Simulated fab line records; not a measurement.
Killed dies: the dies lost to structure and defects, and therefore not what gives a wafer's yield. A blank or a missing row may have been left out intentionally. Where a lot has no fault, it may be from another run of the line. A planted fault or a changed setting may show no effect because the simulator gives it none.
fab line records + flow n5_finfet
record
- lots=10
- wafers=30
- last_day=19
route steps=1938 shown BEOL_M3@1016 BEOL_M4@1021 PASSIVATION@1936
lots untouched by any fault: they come from a run of this same line in which no faults occurred
start_h: the number of hours between the record's first day and the start of the first shown wafer of the lot + wait_h: time in hours since the lot's previous step + " repeats the value in the row above + L1.1+2: one row covering several wafers at once + - value missing, or start not given + * or withheld: withheld + < > ~ a bound
route shown NAME@n: a module of which the file shows steps, and the number in the route of the first + usual: average and standard deviation across the fault-free wafers + same: alike in all rows + chamber/n: place in a boat + sites: per-site readings + _std_site: standard deviation of those values + _edge_site: the outer-site mean with the inner-site mean subtracted + radius_mm: for every site, how far away it sits from the centre of the wafer + mask NAME#n: copy n + behind: the last tool/chamber to shape the wafer + hold: the reason the lot was held/the length of the hold in hours/how it ended + device: which transistor (n, p or np) failed to switch + end of line: the tests these same wafers got at the end of their route + step lacking rows: just its recipe + killed: count of dies lost to structure and defects at first sort (not the wafer's yield) + map: the dies of a wafer, with x for killed, . for not killed, _ for no die there
set.NAME: the setting the step ran with; set.NAME@STEP: the setting that earlier step ran with + model.NAME: the simulator's own value behind a step, which no gauge read
the route's steps for a sample of lots (tables are steps, rows are wafers)
services: from which hour (start_h, from the record's first day; less than 0 if before it) a tool's chamber was out of use, for how many hours, and why
## steps
# step N5_BEOL_M3_CO_CAP_55
# recipe
- material=Co
- target_thk_a=20
- temp_c=200
- precursor=CCTBA/H2
- pressure_torr=30
- time_s=102.1
# usual
- heater_power_w=244/23
| lot.wafer | tool      | chamber | start_h | wait_h | heater_power_w |
|-----------|-----------|---------|---------|--------|----------------|
| L805.2    | cvd_co-02 | 1       | 194.46  | 0.0    | 233            |
| L805.3    | "         | 2       | "       | "      | 223            |
| L805.5    | "         | 0       | "       | "      | 259            |
| L806.2    | cvd_co-01 | 0       | 197.07  | 0.0    | 253            |
| L806.4    | "         | 2       | "       | "      | 202            |
| L806.6    | "         | 0       | "       | "      | 251            |
| L807.1    | cvd_co-02 | 2       | 197.69  | 0.0    | 229            |
| L807.4    | "         | 1       | "       | "      | 236            |
| L807.6    | "         | 0       | "       | "      | 261            |
| L808.1    | cvd_co-01 | 1       | 199.01  | 0.0    | 281            |
| L808.2    | "         | 0       | "       | "      | 248            |
| L808.4    | "         | 1       | "       | "      | 280            |
| L809.1    | cvd_co-02 | 2       | 217.75  | 0.0    | 231            |
| L809.3    | "         | 0       | "       | "      | 271            |
| L809.4    | "         | 1       | "       | "      | 231            |
| L810.2    | cvd_co-01 | 0       | 220.80  | 0.0    | 256            |
| L810.4    | "         | 0       | "       | "      | 250            |
| L810.6    | "         | 1       | "       | "      | 283            |
| L817.1    | cvd_co-02 | 1       | 261.60  | 0.0    | 232            |
| L817.2    | "         | 2       | "       | "      | 232            |
| L817.5    | "         | 1       | "       | "      | 232            |
| L820.1    | cvd_co-02 | 0       | 269.86  | 0.0    | 257            |
| L820.2    | "         | 1       | "       | "      | 236            |
| L820.4    | "         | 2       | "       | "      | 227            |
| L825.1    | cvd_co-02 | 2       | 310.69  | 0.0    | 225            |
| L825.3    | "         | 0       | "       | "      | 263            |
| L825.4    | "         | 1       | "       | "      | 240            |
| L826.1    | cvd_co-02 | 0       | 319.50  | 0.0    | 267            |
| L826.3    | "         | 2       | "       | "      | 227            |
| L826.6    | "         | 1       | "       | "      | 237            |
# step N5_BEOL_M3_DEP_57
# recipe
- material=SiCN
- target_thk_a=80
- temp_c=withheld
- precursor=3MS/NH3
- pressure_torr=3
- rf_w=202
- time_s=14
# usual
- showerhead_plenum_p_Torr=3.664/0.012
- throttle_valve_pct=9.4/0.7
| lot.wafer | tool     | chamber | start_h | wait_h | showerhead_plenum_p_Torr | throttle_valve_pct |
|-----------|----------|---------|---------|--------|--------------------------|--------------------|
| L805.2    | pecvd-01 | 0       | 194.58  | 0.0    | 3.680                    | 8.8                |
| L805.3    | "        | 1       | "       | "      | 3.664                    | 8.4                |
| L805.5    | "        | 2       | "       | "      | 3.680                    | 9.6                |
| L806.2    | pecvd-02 | 1       | 197.19  | 0.0    | 3.653                    | 9.6                |
| L806.4    | "        | 2       | "       | "      | 3.639                    | 8.7                |
| L806.6    | "        | 1       | "       | "      | 3.653                    | 9.6                |
| L807.1    | pecvd-03 | 1       | 197.82  | 0.0    | 3.661                    | 9.9                |
| L807.4    | "        | 2       | "       | "      | 3.668                    | 8.3                |
| L807.6    | "        | 2       | "       | "      | 3.667                    | 8.6                |
| L808.1    | pecvd-02 | 1       | 199.12  | 0.0    | 3.650                    | 9.9                |
| L808.2    | "        | 2       | "       | "      | 3.649                    | 8.6                |
| L808.4    | "        | 2       | "       | "      | 3.651                    | 8.8                |
| L809.1    | pecvd-03 | 1       | 217.86  | 0.0    | 3.663                    | 9.8                |
| L809.3    | "        | 2       | "       | "      | 3.670                    | 8.5                |
| L809.4    | "        | 0       | "       | "      | 3.680                    | 10.6               |
| L810.2    | pecvd-02 | 0       | 220.91  | 0.0    | 3.673                    | 9.7                |
| L810.4    | "        | 2       | "       | "      | 3.640                    | 8.8                |
| L810.6    | "        | 1       | "       | "      | 3.651                    | 9.7                |
| L817.1    | pecvd-03 | 1       | 261.72  | 0.0    | 3.666                    | 10.1               |
| L817.2    | "        | 2       | "       | "      | 3.666                    | 8.6                |
| L817.5    | "        | 2       | "       | "      | 3.682                    | 8.4                |
| L820.1    | pecvd-03 | 2       | 269.98  | 0.0    | 3.676                    | 8.8                |
| L820.2    | "        | 1       | "       | "      | 3.667                    | 9.9                |
| L820.4    | "        | 0       | "       | "      | 3.682                    | 10.2               |
| L825.1    | pecvd-02 | 1       | 310.81  | 0.0    | 3.655                    | 9.8                |
| L825.3    | "        | 0       | "       | "      | 3.684                    | 9.7                |
| L825.4    | "        | 1       | "       | "      | 3.656                    | 9.5                |
| L826.1    | pecvd-03 | 0       | 319.62  | 0.0    | 3.666                    | 9.9                |
| L826.3    | "        | 1       | "       | "      | 3.665                    | 10.2               |
| L826.6    | "        | 2       | "       | "      | 3.680                    | 9.0                |
# step N5_BEOL_M4_ILD_DEP_00
# recipe
- material=SiOC
- target_thk_a=790
- temp_c=350
- precursor=DEMS/O2
- pressure_torr=5
- rf_w=500
- time_s=15.3
# usual
- heater_power_w=470/48
- showerhead_plenum_p_Torr=5.689/0.016
- throttle_valve_pct=12.2/0.73
| lot.wafer | tool     | chamber | start_h | wait_h | heater_power_w | showerhead_plenum_p_Torr | throttle_valve_pct |
|-----------|----------|---------|---------|--------|----------------|--------------------------|--------------------|
| L805.2    | pecvd-04 | 0       | 194.71  | 0.0    | 567            | 5.706                    | 12.0               |
| L805.3    | "        | 2       | "       | "      | 434            | 5.672                    | 11.3               |
| L805.5    | "        | 1       | "       | "      | 451            | 5.712                    | 12.5               |
| L806.2    | pecvd-03 | 1       | 197.32  | 0.0    | 364            | 5.701                    | 13.3               |
| L806.4    | "        | 1       | "       | "      | 374            | 5.693                    | 13.1               |
| L806.6    | "        | 2       | "       | "      | 459            | 5.700                    | 11.1               |
| L807.1    | pecvd-04 | 2       | 197.97  | 0.0    | 444            | 5.655                    | 11.5               |
| L807.4    | "        | 1       | "       | "      | 427            | 5.701                    | 12.2               |
| L807.6    | "        | 2       | "       | "      | 466            | 5.688                    | 11.2               |
| L808.1    | pecvd-03 | 2       | 199.25  | 0.0    | 436            | 5.697                    | 11.1               |
| L808.2    | "        | 1       | "       | "      | 476            | 5.697                    | 13.3               |
| L808.4    | "        | 1       | "       | "      | 448            | 5.686                    | 13.1               |
| L809.1    | pecvd-04 | 0       | 217.99  | 0.0    | 547            | 5.696                    | 12.2               |
| L809.3    | "        | 1       | "       | "      | 395            | 5.692                    | 12.1               |
| L809.4    | "        | 1       | "       | "      | 404            | 5.697                    | 12.5               |
| L810.2    | pecvd-03 | 1       | 221.04  | 0.0    | 443            | 5.699                    | 13.3               |
| L810.4    | "        | 2       | "       | "      | 461            | 5.709                    | 11.1               |
| L810.6    | "        | 1       | "       | "      | 452            | 5.694                    | 13.0               |
| L817.1    | pecvd-04 | 1       | 261.85  | 0.0    | 379            | 5.695                    | 12.4               |
| L817.2    | "        | 2       | "       | "      | 445            | 5.670                    | 11.2               |
| L817.5    | "        | 2       | "       | "      | 459            | 5.666                    | 11.3               |
| L820.1    | pecvd-04 | 2       | 270.11  | 0.0    | 448            | 5.666                    | 11.6               |
| L820.2    | "        | 0       | "       | "      | 519            | 5.704                    | 12.0               |
| L820.4    | "        | 0       | "       | "      | 522            | 5.692                    | 11.9               |
| L825.1    | pecvd-02 | 1       | 310.94  | 0.0    | 549            | 5.673                    | 12.8               |
| L825.3    | "        | 2       | "       | "      | 525            | 5.673                    | 11.8               |
| L825.4    | "        | 1       | "       | "      | 546            | 5.693                    | 13.2               |
| L826.1    | pecvd-02 | 1       | 319.75  | 0.0    | 492            | 5.673                    | 12.9               |
| L826.3    | "        | 0       | "       | "      | 450            | 5.702                    | 12.9               |
| L826.6    | "        | 0       | "       | "      | 461            | 5.699                    | 12.8               |
# step N5_BEOL_M4_THK_MEAS_01
# recipe
- reads=SiOC_of_BEOL_M4_ILD_DEP_00
# usual
- M4_ILD_THK=78.9/1.1
| lot.wafer | tool          | chamber | start_h | wait_h | M4_ILD_THK[nm] |
|-----------|---------------|---------|---------|--------|----------------|
| L805.2    | film_metro-01 | -       | 194.78  | 0.1    | 78.8           |
| L805.3    | "             | -       | "       | "      | 76.4           |
| L805.5    | "             | -       | "       | "      | 78.4           |
| L806.2    | film_metro-02 | -       | 197.40  | 0.1    | 79.1           |
| L806.4    | "             | -       | "       | "      | 80.3           |
| L806.6    | "             | -       | "       | "      | 78.2           |
| L807.1    | film_metro-02 | -       | 198.04  | 0.0    | 76.6           |
| L807.4    | "             | -       | "       | "      | 79.9           |
| L807.6    | "             | -       | "       | "      | 77.7           |
| L808.1    | film_metro-01 | -       | 199.34  | 0.1    | 77.9           |
| L808.2    | "             | -       | "       | "      | 78.8           |
| L808.4    | "             | -       | "       | "      | 79.5           |
| L809.1    | film_metro-01 | -       | 218.06  | 0.0    | 78.9           |
| L809.3    | "             | -       | "       | "      | 77.1           |
| L809.4    | "             | -       | "       | "      | 79.1           |
| L810.2    | film_metro-01 | -       | 221.11  | 0.1    | 80.0           |
| L810.4    | "             | -       | "       | "      | 79.8           |
| L810.6    | "             | -       | "       | "      | 81.1           |
| L817.1    | film_metro-02 | -       | 261.92  | 0.0    | 77.5           |
| L817.2    | "             | -       | "       | "      | 140.5          |
| L817.5    | "             | -       | "       | "      | 79.4           |
| L820.1    | film_metro-02 | -       | 270.18  | 0.1    | 78.8           |
| L820.2    | "             | -       | "       | "      | 142.5          |
| L820.4    | "             | -       | "       | "      | 81.0           |
| L825.1    | film_metro-02 | -       | 311.00  | 0.0    | 77.9           |
| L825.3    | "             | -       | "       | "      | 79.1           |
| L825.4    | "             | -       | "       | "      | 79.9           |
| L826.1    | film_metro-02 | -       | 319.81  | 0.0    | 78.0           |
| L826.3    | "             | -       | "       | "      | 79.2           |
| L826.6    | "             | -       | "       | "      | 79.8           |
# step N5_BEOL_M4_PECVD_72
# recipe
- material=SiO2
- target_thk_a=160
- temp_c=400
- precursor=TEOS/O2
- pressure_torr=5.5
- rf_w=450
- teos_flow_sccm=53.8
- gas=O2
- flow_sccm=3000
- time_s=18
# usual
- heater_power_w=707/76
- showerhead_plenum_p_Torr=8.76/0.063
- throttle_valve_pct=23.1/1.5
| lot.wafer | tool     | chamber | start_h | wait_h | heater_power_w | showerhead_plenum_p_Torr | throttle_valve_pct |
|-----------|----------|---------|---------|--------|----------------|--------------------------|--------------------|
| L805.2    | pecvd-02 | 0       | 194.81  | 0.0    | 727            | 8.86                     | 23.9               |
| L805.3    | "        | 2       | "       | "      | 731            | 8.67                     | 21.6               |
| L805.5    | "        | 2       | "       | "      | 734            | 8.66                     | 21.6               |
| L806.2    | pecvd-03 | 2       | 197.44  | 0.0    | 607            | 8.83                     | 21.1               |
| L806.4    | "        | 2       | "       | "      | 589            | 8.83                     | 20.9               |
| L806.6    | "        | 2       | "       | "      | 590            | 8.81                     | 21.0               |
| L807.1    | pecvd-03 | 2       | 198.08  | 0.0    | 691            | 8.81                     | 21.0               |
| L807.4    | "        | 2       | "       | "      | 699            | 8.82                     | 21.1               |
| L807.6    | "        | 2       | "       | "      | 678            | 8.82                     | 20.9               |
| L808.1    | pecvd-04 | 0       | 199.37  | 0.0    | 807            | 8.82                     | 22.7               |
| L808.2    | "        | 2       | "       | "      | 662            | 8.66                     | 21.3               |
| L808.4    | "        | 0       | "       | "      | 771            | 8.79                     | 22.5               |
| L809.1    | pecvd-03 | 1       | 218.10  | 0.0    | 670            | 8.79                     | 24.4               |
| L809.3    | "        | 0       | "       | "      | 816            | 8.81                     | 25.4               |
| L809.4    | "        | 1       | "       | "      | 665            | 8.76                     | 24.6               |
| L810.2    | pecvd-04 | 2       | 221.15  | 0.0    | 742            | 8.63                     | 21.4               |
| L810.4    | "        | 1       | "       | "      | 588            | 8.82                     | 23.4               |
| L810.6    | "        | 2       | "       | "      | 738            | 8.68                     | 21.2               |
| L817.1    | pecvd-04 | 0       | 261.95  | 0.0    | 826            | 8.80                     | 22.7               |
| L817.2    | "        | 2       | "       | "      | 738            | 8.67                     | 21.3               |
| L817.5    | "        | 1       | "       | "      | 661            | 8.78                     | 23.2               |
| L820.1    | pecvd-03 | 0       | 270.22  | 0.0    | 806            | 8.82                     | 25.4               |
| L820.2    | "        | 2       | "       | "      | 614            | 8.80                     | 20.9               |
| L820.4    | "        | 2       | "       | "      | 608            | 8.82                     | 21.1               |
| L825.1    | pecvd-02 | 1       | 311.04  | 0.0    | 696            | 8.73                     | 24.1               |
| L825.3    | "        | 0       | "       | "      | 592            | 8.85                     | 23.8               |
| L825.4    | "        | 0       | "       | "      | 592            | 8.83                     | 23.8               |
| L826.1    | pecvd-04 | 2       | 319.85  | 0.0    | 677            | 8.65                     | 21.5               |
| L826.3    | "        | 0       | "       | "      | 840            | 8.79                     | 22.6               |
| L826.6    | "        | 1       | "       | "      | 593            | 8.81                     | 23.5               |
# step N5_BEOL_M4_RC_MEAS_101
# usual
- DIBL_N=36.1/1.6
- DIBL_P=35.8/2
- IOFF_N=0.157/0.029
- IOFF_P=0.21/0.034
- ION_N=677/13
- ION_P=465/8.1
- SS_N=71.3/0.61
- SS_P=73.2/0.65
- VT_N=249/3.3
- VT_P=-250/3.2
| lot.wafer | tool      | chamber | start_h | wait_h | DIBL_N[mV/V] | DIBL_P[mV/V] | IOFF_N[nA/um] | IOFF_P[nA/um] | ION_N[uA/um] | ION_P[uA/um] | SS_N[mV/dec] | SS_P[mV/dec] | VT_N[mV] | VT_P[mV] |
|-----------|-----------|---------|---------|--------|--------------|--------------|---------------|---------------|--------------|--------------|--------------|--------------|----------|----------|
| L805.2    | prober-02 | 0       | 211.29  | 0.2    | 40.0         | 39.3         | 0.244         | 0.29          | 701          | 475          | 72.2         | 74.9         | 244      | -246     |
| L805.3    | "         | 0       | "       | "      | 35.2         | 33.5         | 0.147         | 0.18          | 679          | 459          | 70.7         | 73.0         | 249      | -251     |
| L805.5    | "         | 0       | "       | "      | 35.3         | 33.8         | 0.142         | 0.19          | 672          | 459          | 71.1         | 73.3         | 251      | -251     |
| L806.2    | prober-01 | 0       | 217.49  | 0.2    | 33.4         | 31.8         | 0.111         | 0.16          | 658          | 455          | 70.3         | 72.7         | 254      | -255     |
| L806.4    | "         | 0       | "       | "      | 35.9         | 34.4         | 0.152         | 0.20          | 693          | 473          | 70.8         | 72.9         | 248      | -249     |
| L806.6    | "         | 0       | "       | "      | 33.6         | 31.7         | 0.112         | 0.16          | 679          | 467          | 70.9         | 72.5         | 253      | -254     |
| L807.1    | prober-01 | 0       | 229.16  | 0.0    | 36.8         | 34.7         | 0.162         | 0.22          | 686          | 473          | 71.3         | 73.4         | 246      | -247     |
| L807.4    | "         | 0       | "       | "      | 36.6         | 35.0         | 0.168         | 0.23          | 684          | 465          | 71.1         | 73.3         | 245      | -246     |
| L807.6    | "         | 0       | "       | "      | 37.4         | 35.3         | 0.169         | 0.23          | 670          | 464          | 71.2         | 72.9         | 247      | -248     |
| L808.1    | prober-02 | 0       | 232.10  | 0.0    | 36.2         | 36.1         | 0.169         | 0.23          | 684          | 462          | 71.8         | 73.3         | 250      | -249     |
| L808.2    | "         | 0       | "       | "      | 38.4         | 37.5         | 0.224         | 0.26          | 684          | 466          | 72.4         | 74.9         | 246      | -246     |
| L808.4    | "         | 0       | "       | "      | 38.0         | 37.2         | 0.212         | 0.26          | 685          | 470          | 72.3         | 74.6         | 244      | -248     |
| L809.1    | prober-01 | 0       | 240.27  | 0.0    | 34.5         | 34.7         | 0.136         | 0.18          | 683          | 459          | 70.8         | 73.2         | 250      | -252     |
| L809.3    | "         | 0       | "       | "      | 35.3         | 34.3         | 0.138         | 0.16          | 655          | 444          | 71.7         | 73.0         | 251      | -254     |
| L809.4    | "         | 0       | "       | "      | 35.4         | 34.9         | 0.137         | 0.17          | 667          | 452          | 71.6         | 72.5         | 249      | -254     |
| L810.2    | prober-01 | 0       | 243.18  | 0.2    | 36.5         | 36.5         | 0.151         | 0.23          | 683          | 471          | 70.4         | 72.7         | 249      | -248     |
| L810.4    | "         | 0       | "       | "      | 34.9         | 34.3         | 0.124         | 0.20          | 667          | 464          | 71.1         | 73.2         | 254      | -251     |
| L810.6    | "         | 0       | "       | "      | 35.6         | 35.2         | 0.141         | 0.22          | 663          | 460          | 70.9         | 73.1         | 252      | -249     |
| L817.1    | prober-02 | 0       | 291.82  | 0.0    | 33.8         | 33.2         | 0.129         | 0.17          | 678          | 465          | 70.3         | 72.9         | 249      | -253     |
| L817.5    | "         | 0       | "       | "      | 32.5         | 32.0         | 0.116         | 0.15          | 671          | 461          | 70.9         | 72.7         | 254      | -254     |
| L820.1    | prober-01 | 0       | 307.68  | 0.1    | 36.0         | 36.3         | 0.141         | 0.21          | 678          | 466          | 71.5         | 74.2         | 252      | -247     |
| L820.4    | "         | 0       | "       | "      | 35.5         | 35.3         | 0.136         | 0.21          | 664          | 463          | 71.3         | 73.2         | 253      | -248     |
| L825.1    | prober-02 | 0       | 325.05  | 0.0    | 37.0         | 38.1         | 0.190         | 0.24          | 696          | 478          | 70.9         | 74.2         | 244      | -249     |
| L825.3    | "         | 0       | "       | "      | 38.2         | 39.0         | 0.210         | 0.25          | 696          | 474          | 71.6         | 73.7         | 242      | -248     |
| L825.4    | "         | 0       | "       | "      | 36.7         | 37.3         | 0.182         | 0.23          | 685          | 468          | 71.7         | 73.2         | 248      | -246     |
| L826.1    | prober-02 | 0       | 342.88  | 0.0    | 37.4         | 38.5         | 0.181         | 0.25          | 683          | 464          | 72.0         | 73.1         | 248      | -249     |
| L826.3    | "         | 0       | "       | "      | 37.5         | 37.4         | 0.181         | 0.24          | 694          | 476          | 72.1         | 73.9         | 246      | -248     |
| L826.6    | "         | 0       | "       | "      | 36.9         | 37.8         | 0.172         | 0.24          | 696          | 480          | 71.8         | 73.8         | 249      | -249     |
# step N5_PASSIVATION_PROBE_49
# usual
- defect_limited_yield=91.0/1.4
- killed_at_M0_to_M3=33/11
- killed_at_M4_up=14/5
- killed_at_contacts=11/7.3
- killed_at_front_end=43/12
- killed_at_other=4/3.1
- killed_dies=106/17
- killed_on_rim=14/3.8
- killed_open=69/13
- killed_short=34/8.7
- sort_bin_5_function=5.2/0.96
- sort_bin_6_memory=3.3/0.66
- sort_n_pass=1074/17
- sort_yield_pct=91.0/1.4
# same
- gross_dies=1180
- killed_at_back_side=0
- sort_bin_4_leakage[%]=0
- sort_bin_8_speed[%]=0
| lot.wafer | tool      | chamber | start_h | wait_h | defect_limited_yield[%] | killed_at_M0_to_M3 | killed_at_M4_up | killed_at_contacts | killed_at_front_end | killed_at_other | killed_dies | killed_on_rim | killed_open | killed_short | sort_bin_5_function[%] | sort_bin_6_memory[%] | sort_n_pass | sort_yield_pct[%] |
|-----------|-----------|---------|---------|--------|-------------------------|--------------------|-----------------|--------------------|---------------------|-----------------|-------------|---------------|-------------|--------------|------------------------|----------------------|-------------|-------------------|
| L810.2    | prober-02 | -       | 346.11  | 0.1    | 92.2                    | 32                 | 14              | 12                 | 33                  | 1               | 92          | 16            | 49          | 39           | 3.9                    | 3.2                  | 1088        | 92.2              |
| L810.4    | prober-02 | -       | 346.21  | 0.2    | 90.3                    | 28                 | 11              | 14                 | 59                  | 3               | 115         | 15            | 60          | 53           | 5.5                    | 3.3                  | 1065        | 90.3              |
| L810.6    | prober-02 | -       | 346.31  | 0.3    | 92.6                    | 24                 | 3               | 16                 | 43                  | 1               | 87          | 12            | 44          | 43           | 4.3                    | 2.6                  | 1093        | 92.6              |
| L809.1    | prober-01 | -       | 349.13  | 0.0    | 90.5                    | 37                 | 25              | 12                 | 32                  | 6               | 112         | 10            | 81          | 31           | 5.8                    | 3.6                  | 1068        | 90.5              |
| L809.3    | prober-01 | -       | 349.23  | 0.1    | 92.9                    | 33                 | 14              | 1                  | 29                  | 7               | 84          | 11            | 50          | 30           | 4.9                    | 1.8                  | 1096        | 92.9              |
| L817.1    | prober-02 | -       | 407.13  | 0.0    | 90.7                    | 35                 | 10              | 26                 | 37                  | 2               | 110         | 13            | 80          | 28           | 5.1                    | 4.1                  | 1070        | 90.7              |
| L817.2    | prober-02 | -       | 407.18  | 0.1    | 0                       | 27                 | 1064            | 31                 | 54                  | 4               | 1180        | 152           | 102         | 30           | 95.1                   | 4.7                  | 0           | 0                 |
| L817.5    | prober-02 | -       | 407.33  | 0.2    | 88.5                    | 25                 | 19              | 51                 | 36                  | 5               | 136         | 20            | 104         | 26           | 7.5                    | 3.5                  | 1044        | 88.5              |
| L820.1    | prober-02 | -       | 425.35  | 0.0    | 89.3                    | 27                 | 18              | 19                 | 61                  | 1               | 126         | 13            | 87          | 38           | 5.9                    | 4.2                  | 1054        | 89.3              |
| L820.2    | prober-02 | -       | 425.40  | 0.1    | 0                       | 52                 | 1072            | 9                  | 43                  | 4               | 1180        | 152           | 77          | 46           | 95.8                   | 3.8                  | 0           | 0                 |
| L820.4    | prober-02 | -       | 425.50  | 0.2    | 91.7                    | 21                 | 19              | 15                 | 36                  | 7               | 98          | 13            | 67          | 29           | 4.7                    | 3.1                  | 1082        | 91.7              |
| L825.1    | prober-02 | -       | 438.49  | 0.0    | 93.8                    | 25                 | 9               | 7                  | 29                  | 3               | 73          | 13            | 49          | 22           | 3.1                    | 2.9                  | 1107        | 93.8              |
| L825.3    | prober-02 | -       | 438.59  | 0.1    | 93.2                    | 25                 | 12              | 7                  | 32                  | 4               | 80          | 10            | 54          | 26           | 4.2                    | 2.4                  | 1100        | 93.2              |
| L825.4    | prober-02 | -       | 438.64  | 0.2    | 92.1                    | 38                 | 12              | 7                  | 33                  | 3               | 93          | 12            | 69          | 23           | 4.7                    | 3.2                  | 1087        | 92.1              |
# killed by level:class
L810.2 FIN_SAQP:geometric_particle:short=10 BEOL_M0_SAQP:geometric_particle:open=10 MOL_CONTACT_COAG:geometric_particle:open=9 BEOL_M0_SAQP:geometric_particle:short=9 FIN_SAQP:geometric_particle:open=5 GATE_CUT:geometric_particle:short=5 BEOL_M3:geometric_particle:open=5 BEOL_M2:geometric_particle:open=4
L810.4 STI_FIN_REVEAL:geometric_particle:open=14 FIN_SAQP:geometric_particle:short=9 MOL_CONTACT_COAG:geometric_particle:short=8 BEOL_M1:geometric_particle:open=7 GATE_CUT:geometric_particle:short=7 STARTING-WAFER:geometric_particle:short=7 MOL_CONTACT_COAG:geometric_particle:open=6 BEOL_M0_SAQP:geometric_particle:short=6
L810.6 FIN_SAQP:geometric_particle:short=16 FIN_SAQP:geometric_particle:open=10 MOL_CONTACT_COAG:geometric_particle:open=10 MOL_CONTACT_COAG:geometric_particle:short=6 BEOL_M0_SAQP:geometric_particle:open=5 BEOL_M0_SAQP:geometric_particle:short=5 BEOL_M2:geometric_particle:open=5 BEOL_M3:geometric_particle:short=4
L809.1 BEOL_M4:geometric_particle:open=12 MOL_CONTACT_COAG:geometric_particle:open=11 BEOL_M3:geometric_particle:open=11 BEOL_M2:geometric_particle:open=9 STI_FIN_REVEAL:geometric_particle:open=8 BEOL_M0_SAQP:geometric_particle:short=7 FIN_SAQP:geometric_particle:open=6 FIN_SAQP:geometric_particle:short=6
L809.3 BEOL_M3:geometric_particle:open=8 BEOL_M1:geometric_particle:open=7 FIN_SAQP:geometric_particle:short=6 STI_FIN_REVEAL:geometric_particle:open=6 BEOL_M2:geometric_particle:open=5 FIN_SAQP:geometric_particle:open=4 BEOL_M0_SAQP:geometric_particle:short=4 BEOL_M3:geometric_particle:short=4
L817.1 MOL_CONTACT_COAG:geometric_particle:open=20 STI_FIN_REVEAL:geometric_particle:open=16 BEOL_M1:geometric_particle:open=10 BEOL_M0_SAQP:geometric_particle:open=9 FIN_SAQP:geometric_particle:open=6 MOL_CONTACT_COAG:geometric_particle:short=6 STI_FIN_REVEAL:geometric_particle:short=5 BEOL_M2:geometric_particle:short=5
L817.2 BEOL_M4:area_dep=1048 MOL_CONTACT_COAG:geometric_particle:open=26 STI_FIN_REVEAL:geometric_particle:open=24 BEOL_M0_SAQP:geometric_particle:open=7 FIN_SAQP:geometric_particle:open=6 BEOL_M0_SAQP:geometric_particle:short=6 FIN_SAQP:geometric_particle:short=5 STI_FIN_REVEAL:geometric_particle:short=5
L817.5 MOL_CONTACT_COAG:geometric_particle:open=44 BEOL_M4:geometric_particle:open=12 FIN_SAQP:geometric_particle:open=9 STI_FIN_REVEAL:geometric_particle:open=8 MOL_CONTACT_COAG:geometric_particle:short=7 BEOL_M0_SAQP:geometric_particle:short=5 BEOL_M1:geometric_particle:open=5 HKMG_FIN:area_etch=5
L820.1 MOL_CONTACT_COAG:geometric_particle:open=19 FIN_SAQP:geometric_particle:open=17 FIN_SAQP:geometric_particle:short=14 BEOL_M5:geometric_particle:open=7 DUMMY_GATE:geometric_particle:open=6 BEOL_M3:geometric_particle:short=5 STI_FIN_REVEAL:geometric_particle:open=5 GATE_CUT:geometric_particle:open=5
L820.2 BEOL_M4:area_dep=1056 BEOL_M1:geometric_particle:open=15 STI_FIN_REVEAL:geometric_particle:open=13 BEOL_M0_SAQP:geometric_particle:short=12 BEOL_M3:geometric_particle:open=12 GATE_CUT:geometric_particle:short=10 MOL_CONTACT_COAG:geometric_particle:open=8 BEOL_M5:geometric_particle:open=8
L820.4 MOL_CONTACT_COAG:geometric_particle:open=12 STI_FIN_REVEAL:geometric_particle:open=10 BEOL_M3:geometric_particle:open=6 BEOL_M4:geometric_particle:open=6 BEOL_M0_SAQP:geometric_particle:short=5 MIM_TOP:geometric_particle:open=5 FIN_SAQP:geometric_particle:short=4 FIN_SAQP:geometric_particle:open=4
L825.1 BEOL_M0_SAQP:geometric_particle:open=6 BEOL_M2:geometric_particle:open=6 DUMMY_GATE:geometric_particle:open=5 BEOL_M0_SAQP:geometric_particle:short=5 BEOL_M3:geometric_particle:open=5 MOL_CONTACT_COAG:geometric_particle:open=4 STARTING-WAFER:geometric_particle:open=4 FIN_SAQP:geometric_particle:short=3
L825.3 BEOL_M4:geometric_particle:open=8 STI_FIN_REVEAL:geometric_particle:open=6 BEOL_M3:geometric_particle:open=6 FIN_SAQP:geometric_particle:short=5 DUMMY_GATE:geometric_particle:open=5 MOL_CONTACT_COAG:geometric_particle:open=5 BEOL_M0_SAQP:geometric_particle:open=5 BEOL_M1:geometric_particle:open=5
L825.4 BEOL_M2:geometric_particle:open=10 BEOL_M4:geometric_particle:open=8 BEOL_M0_SAQP:geometric_particle:short=8 STI_FIN_REVEAL:geometric_particle:open=7 BEOL_M0_SAQP:geometric_particle:open=7 FIN_SAQP:geometric_particle:open=6 MOL_CONTACT_COAG:geometric_particle:open=6 DUMMY_GATE:geometric_particle:open=5
## services
| tool      | chamber | start_h | hours | kind                          |
|-----------|---------|---------|-------|-------------------------------|
| cvd_co-01 | -       | 176.06  | 0.8   | repair                        |
| pecvd-04  | 1       | 177.63  | 6.5   | repair                        |
| pecvd-01  | -       | 180.22  | 1.5   | repair                        |
| pecvd-03  | 0       | 192.22  | 5.5   | scheduled_down                |
| pecvd-01  | 2       | 202.38  | -     | clean                         |
| pecvd-01  | 2       | 202.38  | -     | consumable_replace:showerhead |
| pecvd-01  | 2       | 202.38  | 29.0  | scheduled_down                |
| pecvd-01  | 2       | 202.38  | 29.0  | vent_cycle                    |
| cvd_co-02 | 1       | 205.50  | 7.8   | repair                        |
| pecvd-02  | -       | 223.37  | 1.4   | repair                        |
| pecvd-02  | 0       | 226.94  | 5.0   | scheduled_down                |
| pecvd-04  | 2       | 258.08  | 2.1   | scheduled_down                |
| pecvd-02  | 1       | 260.62  | 5.5   | scheduled_down                |
| cvd_co-02 | -       | 272.54  | 2.8   | pm                            |
| pecvd-01  | 1       | 292.97  | 3.6   | repair                        |
| pecvd-04  | 0       | 292.97  | 2.1   | scheduled_down                |
| pecvd-01  | -       | 297.04  | 28.1  | pm                            |
## key
first_sign
- step=N5_BEOL_M4_THK_MEAS_01
- reading=M4_ILD_THK
- direction=up
- sigmas=57
- usual=78.9
- struck=141.5
effect
- step=N5_PASSIVATION_PROBE_49
- reading=killed_at_M4_up
- direction=up
- sigmas=99+
- usual=14
- struck=1068
more_kills_born_at
- N5_BEOL_M4_ILD_DEP_00@pecvd-04=2104
met_at N5_BEOL_M4_ILD_DEP_00
struck_lots L817,L820
struck_wafers L817.2,L820.2
later_rows_left_out L817.2,L820.2
not_acting_at N5_BEOL_M3_CO_CAP_55,N5_BEOL_M3_DEP_57,N5_BEOL_M4_PECVD_72
onset_between 217.99 261.85
fault
- kind=process_parameter_drift
- tool=pecvd-04
- chamber=-
- onset_h=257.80
- steps=N5_BEOL_M4_ILD_DEP_00
- channel=time_s
- offset=*
- shape=step
- end_h=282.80
- scope=struck_wafers_only
- acts_in=*
- stated=*
# later_rows_left_out: the simulator's readings of these wafers behind a module that went badly wrong aren't trusted and aren't shown, but for the sort
